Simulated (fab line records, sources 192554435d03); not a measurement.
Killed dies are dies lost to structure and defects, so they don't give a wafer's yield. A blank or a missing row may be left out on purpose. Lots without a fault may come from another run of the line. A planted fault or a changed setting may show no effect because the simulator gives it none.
Chamber matching | flow n5_finfet | N5_BEOL_M12_ETCH_67 on rie_diel-04: 4 sister chambers
The step etches SiARC in CF4, target depth 143 nm, time 238.3 s. 16 wafers are shown with their chamber, then 8 later ones without.

WAFERS WITH THEIR CHAMBER
wafer  | chamber | drypump_motor_current_A (A) | showerhead_plenum_p_Torr (Torr) | throttle_valve_pct (%)
L075.2 | 2       | 5.2                         | 2.11                            | 15.85
L075.4 | 3       | 5.1                         | 2.18                            | 15.39
L075.5 | 1       | 5.5                         | 2.08                            | 15.73
L077.1 | 0       | 6.1                         | 2.27                            | 15.48
L077.4 | 1       | 5.5                         | 2.08                            | 15.75
L077.6 | 0       | 6.1                         | 2.27                            | 15.48
L078.4 | 0       | 6.1                         | 2.26                            | 15.48
L078.5 | 3       | 5.2                         | 2.18                            | 15.41
L078.6 | 1       | 5.6                         | 2.07                            | 15.76
L088.2 | 1       | 5.6                         | 2.06                            | 15.83
L088.5 | 3       | 5.1                         | 2.17                            | 15.49
L088.6 | 2       | 5.2                         | 2.10                            | 15.40
L097.3 | 1       | 5.6                         | 2.06                            | 15.85
L097.4 | 2       | 5.2                         | 2.09                            | 15.42
L097.5 | 0       | 6.1                         | 2.25                            | 15.55
L091.1 | 3       | 5.1                         | 2.16                            | 15.48

SIGNATURES (means of the wafers above)
reading                  | chamber 0 | chamber 1 | chamber 2 | chamber 3 | scatter within a chamber
drypump_motor_current_A  | 6.100     | 5.560     | 5.200     | 5.125     | 0.0403
showerhead_plenum_p_Torr | 2.2625    | 2.0700    | 2.1000    | 2.1725    | 0.00979
throttle_valve_pct       | 15.4975   | 15.7840   | 15.5567   | 15.4425   | 0.112
Rule: a wafer's distance from a chamber is the root of the sum, over the readings, of the square of ((its reading less the chamber's mean) divided by the reading's scatter). The wafer belongs to the nearest chamber; if the next one is less than 2 further off, it can't be placed. The scatter: the root of (the sum of the squares of (reading less its chamber's mean) over the shown wafers, divided by (wafers less chambers)).

WAFERS WITHOUT THEIR CHAMBER
wafer  | drypump_motor_current_A (A) | showerhead_plenum_p_Torr (Torr) | throttle_valve_pct (%)
L091.2 | 5.2                         | 2.09                            | 15.42
L091.3 | 6.1                         | 2.25                            | 15.56
L089.1 | 6.1                         | 2.25                            | 15.54
L089.2 | 5.1                         | 2.16                            | 15.50
L089.3 | 5.2                         | 2.09                            | 15.44
L096.3 | 5.1                         | 2.16                            | 15.52
L096.4 | 6.1                         | 2.25                            | 15.58
L096.6 | 5.6                         | 2.06                            | 15.86

WHICH CHAMBER EACH WENT THROUGH
wafer  | from the rows above | in truth
L091.2 | 2                   | 2
L091.3 | 0                   | 0
L089.1 | 0                   | 0
L089.2 | 3                   | 3
L089.3 | 2                   | 2
L096.3 | 3                   | 3
L096.4 | 0                   | 0
L096.6 | 1                   | 1
Placed correctly: 8 of 8. Can't be placed from these rows: 0. Placed wrongly: 0.
